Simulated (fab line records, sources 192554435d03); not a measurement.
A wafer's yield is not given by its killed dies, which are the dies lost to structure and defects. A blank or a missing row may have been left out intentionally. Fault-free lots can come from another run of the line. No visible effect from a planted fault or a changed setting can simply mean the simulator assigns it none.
A struck lot beside a sound one | flow n5_finfet | 36 steps out of a route of 1938
Sound: these wafers, L923.1, L923.5, L923.6. The struck wafers were L916.2, L916.4, L916.6. The cause is named last.
Per side, at each step with rows, come the tool, then ch with its chambers, and then its first start. Under that, the readings that differ: sound wafers | struck wafers | difference of the means | sigmas: that difference in standard deviations of wafers without a fault.
alike: readings with means less than 2 such deviations apart, plus words and numbers identical on both sides. not compared: withheld readings, readings lacking a value on some wafer, bounds such as >300 that could conceal the same value, and numbers that have no deviation in the record and whose values overlap.
Wherever a step has rows on one side only, a row that says differs or no value, or a row with sigmas, the two part there. When numbers do not overlap yet have no deviation, they are printed without sigmas and do not part them. A reading missing from all wafers of one side parts the sides only when that side holds two or more wafers.

first, 9 steps without rows for these wafers: N5_HKMG_FIN_SOFTBAKE_44 (time 60 s); N5_HKMG_FIN_EXPOSE_46 (exposes mask NDIPOLE); N5_HKMG_FIN_PEB_47 (peb time 60 s); N5_HKMG_FIN_DEVELOP_48 (develop time 30 s); N5_HKMG_FIN_DESCUM_53 (chemistry O2, time 7.9 s); N5_HKMG_FIN_ETCH_54 (etches SiARC in CF4, target depth 45.5 nm, time 75.8 s); N5_HKMG_FIN_ETCH_55 (etches SOC in N2/H2, target depth 240 nm, time 300 s); N5_HKMG_FIN_STRIP_56 (strips in N2/H2); N5_HKMG_FIN_STRIP_57 (strips in CF4).
N5_HKMG_FIN_ETCH_58: etches SOC in N2/H2, target depth 215.8 nm, time 741 s.
  sound on rie_diel-03 ch 2,3, day 8 19:04; struck on rie_diel-01 ch 1,2,3, day 6 23:36
  reading                | sound             | struck            | difference | sigmas
  throttle_valve_pct (%) | 18.20 17.73 18.22 | 17.46 17.52 17.61 | -0.52      | -2
  alike: drypump_motor_current_A, oes_product_au, rf_vpp_V, showerhead_plenum_p_Torr
  not compared: rf_hours_counter_h
then, 22 steps without rows for these wafers: N5_HKMG_FIN_STRIP_93 (strips SOC in N2/H2, time 20 s); N5_HKMG_FIN_WET_ETCH_76 (etches Al2O3 in dNH4OH, stops on La2O3, target depth 2.25 nm, rinse time 30 s); N5_HKMG_FIN_STRIP_60 (strips in N2/H2, time 360 s); N5_HKMG_FIN_WET_ETCH_77 (etches La2O3 in dHCl, stops on HfO2, target depth 2 nm); N5_HKMG_FIN_WET_ETCH_78 (etches Al2O3 in dNH4OH, stops on La2O3, target depth 4.5 nm, rinse time 30 s); N5_HKMG_FIN_ALD_79 (deposits TiN, target thk 1.5 nm, pulse time 1 s, purge time 3 s); N5_HKMG_FIN_CVD_62 (deposits a-Si from Si2H6, target thk 3 nm, time 20.8 s); N5_HKMG_FIN_RTA_80 (time 2 s); N5_HKMG_FIN_PRECLEAN_64 (cleans in dHF, time 30 s); N5_HKMG_FIN_WET_ETCH_65 (etches a-Si in TMAH, stops on TiN, time 49 s, target depth 3 nm); N5_HKMG_FIN_WET_ETCH_81 (etches TiN in SC1, stops on HfO2, time 57 s, target depth 6 nm); N5_HKMG_FIN_WET_ETCH_82 (etches La2O3 in dHCl, stops on HfO2, target depth 2 nm, rinse time 30 s); N5_HKMG_FIN_ALD_36 (deposits TiN, target thk 1 nm, pulse time 1 s, purge time 3 s); N5_HKMG_FIN_PWFM_ALD_03 (deposits TiN, target thk 2 nm, pulse time 1 s, purge time 3 s); N5_HKMG_FIN_COAT_29 (time 60 s, resist thk 300 nm); N5_HKMG_FIN_COAT_30 (time 60 s, resist thk 35 nm); N5_HKMG_FIN_COAT_06 (resist thk 90 nm); N5_HKMG_FIN_EBR_08; N5_HKMG_FIN_SOFTBAKE_07 (time 60 s); N5_HKMG_FIN_EXPOSE_09 (exposes mask NWFM); N5_HKMG_FIN_PEB_10 (peb time 60 s); N5_HKMG_FIN_DEVELOP_11 (develop time 30 s).
N5_HKMG_FIN_INSPECT_14: inspects for defects (macro).
  sound on defect_inspect-02 at day 8 22:18; struck on defect_inspect-02 at day 7 03:50
  reading          | sound | struck         | difference | sigmas
  raw_defect_count | 5 3 2 | >300 >300 >300 | differs    |
then, 1 step without rows for these wafers: N5_HKMG_FIN_DESCUM_17 (chemistry O2, time 7.9 s).
-- record jumps: 3 days separate the struck wafers' starts on either side; left off in module HKMG_FIN, taken up again in module BEOL_M4, whose first shown step is the route's number 1111 --
N5_BEOL_M4_RC_MEAS_101:
  sound on prober-01 ch 0, day 12 12:47; struck on prober-01 ch 0, day 10 11:26
  alike: DIBL_N, DIBL_P, IOFF_N, IOFF_P, ION_N, ION_P, SS_N, SS_P, VT_N, VT_P
-- here the record skips 4 days between the struck wafers' starts before and after, leaving off in module BEOL_M4 and picking up in module PASSIVATION (first step shown: number 1936 of the route) --
N5_PASSIVATION_PROBE_49:
  record: rows for the struck wafers here (prober-02, day 14 21:26), none for the sound ones

== WHERE THEY PART ==
Last at N5_PASSIVATION_PROBE_49 as far as this record goes, first at N5_HKMG_FIN_ETCH_58.

WHY: the cause the simulator had injected
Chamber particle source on rie_diel-01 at N5_HKMG_FIN_ETCH_58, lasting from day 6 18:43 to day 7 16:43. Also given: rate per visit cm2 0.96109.
